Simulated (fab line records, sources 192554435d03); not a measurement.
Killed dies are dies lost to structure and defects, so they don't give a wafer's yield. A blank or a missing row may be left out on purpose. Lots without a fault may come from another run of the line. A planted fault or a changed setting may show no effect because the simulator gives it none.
Chamber matching | flow n5_finfet | N5_SDB_ALD_29 on ald_sin-01: 4 sister chambers
The step deposits SiNx, target thk 30 nm, pulse time 1 s, ald cycles 600. 8 wafers are shown with their chamber, then 9 later ones without.

WAFERS WITH THEIR CHAMBER
wafer  | chamber | heater_power_w (W) | precursor_pulse_height_rel
L080.3 | 2       | 845                | 1.001
L080.5 | 3       | 901                | 0.966
L083.2 | 1       | 790                | 1.033
L083.5 | 3       | 875                | 1.004
L083.6 | 0       | 838                | 1.044
L084.2 | 0       | 841                | 0.954
L084.3 | 2       | 821                | 1.028
L084.6 | 1       | 807                | 1.010

WAFERS WITHOUT THEIR CHAMBER
wafer  | heater_power_w (W) | precursor_pulse_height_rel
L089.1 | 856                | 1.040
L089.4 | 836                | 0.987
L089.5 | 809                | 0.984
L096.2 | 839                | 1.003
L096.4 | 877                | 0.972
L096.6 | 865                | 1.007
L097.3 | 839                | 0.998
L097.5 | 820                | 0.982
L097.6 | 838                | 1.001

WHICH CHAMBER EACH WENT THROUGH
wafer  | from the rows above          | in truth
L089.1 | can't be placed: 0 or 2 or 3 | 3
L089.4 | can't be placed: 0 or 2      | 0
L089.5 | can't be placed: 1 or 2 or 0 | 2
L096.2 | can't be placed: 0 or 2      | 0
L096.4 | can't be placed: 3 or 0      | 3
L096.6 | can't be placed: 3 or 0 or 2 | 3
L097.3 | can't be placed: 0 or 2      | 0
L097.5 | can't be placed: 2 or 0 or 1 | 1
L097.6 | can't be placed: 0 or 2      | 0
Placed correctly: 0 of 9. Can't be placed from these rows: 9 (the true chamber is among the candidates in 9). Placed wrongly: 0.
How it was worked out, from the rows above alone: a wafer's distance from a chamber is the root of the sum, over the readings, of the square of ((its reading less the chamber's mean) divided by the reading's scatter). The wafer belongs to the nearest chamber; if the next one is less than 2 further off, it can't be placed. A chamber's mean is the mean of its shown wafers. The scatter: the root of (the sum of the squares of (reading less its chamber's mean) over the shown wafers, divided by (wafers less chambers)).
